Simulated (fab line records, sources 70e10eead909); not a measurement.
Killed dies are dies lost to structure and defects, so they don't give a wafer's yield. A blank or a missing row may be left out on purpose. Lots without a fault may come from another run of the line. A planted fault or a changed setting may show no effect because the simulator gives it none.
A struck lot beside a sound one | flow nand_harc | 14 steps out of a route of 1159
Sound: wafers L732.2, L732.5, L732.6. Struck: wafer L728.5. (L728.4 of the same lot was not struck and is left out.) The cause comes at the end.
At each step with rows: each side's tool, then ch and its chambers, then its first start. Under that, the readings that differ: sound wafers | struck wafers | difference of the means | sigmas: that difference in standard deviations of wafers without a fault.
alike: readings whose means differ by less than 2 such deviations, and words and numbers that are the same on both sides. not compared: withheld readings, readings that some wafer has no value for, bounds like >300 that may hide the same value, and numbers for which the record gives no deviation and whose values overlap.
The two part at a step that has a row with sigmas, a row that says differs or no value, or rows on one side only. Numbers that don't overlap but have no deviation are shown without sigmas and don't part them. A reading that every wafer of one side lacks parts them only if that side has two wafers or more.

first, 1 step without rows for these wafers: NHARC_A_STAIRCASE_HARDBAKE_185 (time 140 s).
NHARC_A_STAIRCASE_DESCUM_186: chemistry O2, time 3 s.
  sound on rie_diel-04 ch 1,3, day 16 10:13; struck on rie_diel-11 ch 2, day 15 20:53
  reading                     | sound       | struck | difference | sigmas
  drypump_motor_current_A (A) | 6.2 6.2 5.3 | 4.8    | -1.1       | -2
  alike: oes_product_au, rf_vpp_V, showerhead_plenum_p_Torr, throttle_valve_pct
  not compared: rf_hours_counter_h
then, 1 step without rows for these wafers: NHARC_A_STAIRCASE_TRIM_187 (chemistry O2, time 211.2 s).
NHARC_A_STAIRCASE_ETCH_188: etches the open film in C4F8/O2, target depth 100 nm, time 40.5 s.
  sound on rie_diel-04 ch 0,1; struck on rie_diel-11 ch 3
  reading      | sound       | struck | difference | sigmas
  rf_vpp_V (V) | 887 888 892 | 906    | +17        | +3
  alike: oes_product_au, rf_fwd_power_W, run_length_s
  not compared: rf_hours_counter_h
NHARC_A_STAIRCASE_TRIM_189: chemistry O2, time 211.2 s.
  sound on rie_diel-04 ch 1,2,3; struck on rie_diel-11 ch 3
  alike: drypump_motor_current_A, oes_product_au, rf_vpp_V, showerhead_plenum_p_Torr, throttle_valve_pct
  not compared: rf_hours_counter_h
then, 1 step without rows for these wafers: NHARC_A_STAIRCASE_ETCH_190 (etches the open film in C4F8/O2, target depth 100 nm, time 40.5 s).
NHARC_A_STAIRCASE_TRIM_191: chemistry O2, time 211.2 s.
  sound on rie_diel-04 ch 0,1,2; struck on rie_diel-11 ch 3
  reading                         | sound          | struck | difference | sigmas
  rf_vpp_V (V)                    | 57.4 55.6 58.5 | 59.9   | +2.7       | +3
  showerhead_plenum_p_Torr (Torr) | 3.31 3.44 3.39 | 3.73   | +0.35      | +2
  alike: drypump_motor_current_A, oes_product_au, throttle_valve_pct
  not compared: rf_hours_counter_h
then, 4 steps without rows for these wafers: NHARC_A_STAIRCASE_ETCH_192 (etches the open film in C4F8/O2, target depth 100 nm, time 40.5 s); NHARC_A_STAIRCASE_TRIM_193 (chemistry O2, time 211.2 s); NHARC_A_STAIRCASE_ETCH_194 (etches the open film in C4F8/O2, target depth 100 nm, time 40.5 s); NHARC_A_STAIRCASE_TRIM_196 (chemistry O2, time 211.2 s).
NHARC_A_STAIRCASE_ETCH_197: etches the open film in C4F8/O2, target depth 100 nm, time 40.5 s.
  sound on rie_diel-04 ch 2,3, day 16 13:31; struck on rie_diel-11 ch 1, day 15 22:27
  reading               | sound             | struck | difference | sigmas
  oes_product_au (a.u.) | 0.923 0.928 0.925 | 0.962  | +0.037     | +2
  run_length_s (s)      | 61.4 61.9 61.6    | 50.4   | -11.2      | -27
  alike: rf_vpp_V
  not compared: rf_fwd_power_W, rf_hours_counter_h
NHARC_A_STAIRCASE_TRIM_198: chemistry O2, time 211.2 s.
  sound on rie_diel-04 ch 0,1,2; struck on rie_diel-11 ch 3
  reading                         | sound          | struck | difference | sigmas
  showerhead_plenum_p_Torr (Torr) | 3.31 3.44 3.39 | 3.74   | +0.36      | +2
  alike: drypump_motor_current_A, oes_product_au, rf_vpp_V, throttle_valve_pct
  not compared: rf_hours_counter_h
-- the record jumps here: 9 days lie between the struck wafers' starts before and after (it left off in module A_STAIRCASE and takes up again in module END, whose first step shown is number 1159 of the route) --
NHARC_END_SORT_01:
  the record has rows for the struck wafers here (prober-02 ch 0, day 24 21:46) and none for the sound ones

WHERE THEY PART
First at NHARC_A_STAIRCASE_DESCUM_186; last, within this record, at NHARC_END_SORT_01.

WHY: what the simulator had put in
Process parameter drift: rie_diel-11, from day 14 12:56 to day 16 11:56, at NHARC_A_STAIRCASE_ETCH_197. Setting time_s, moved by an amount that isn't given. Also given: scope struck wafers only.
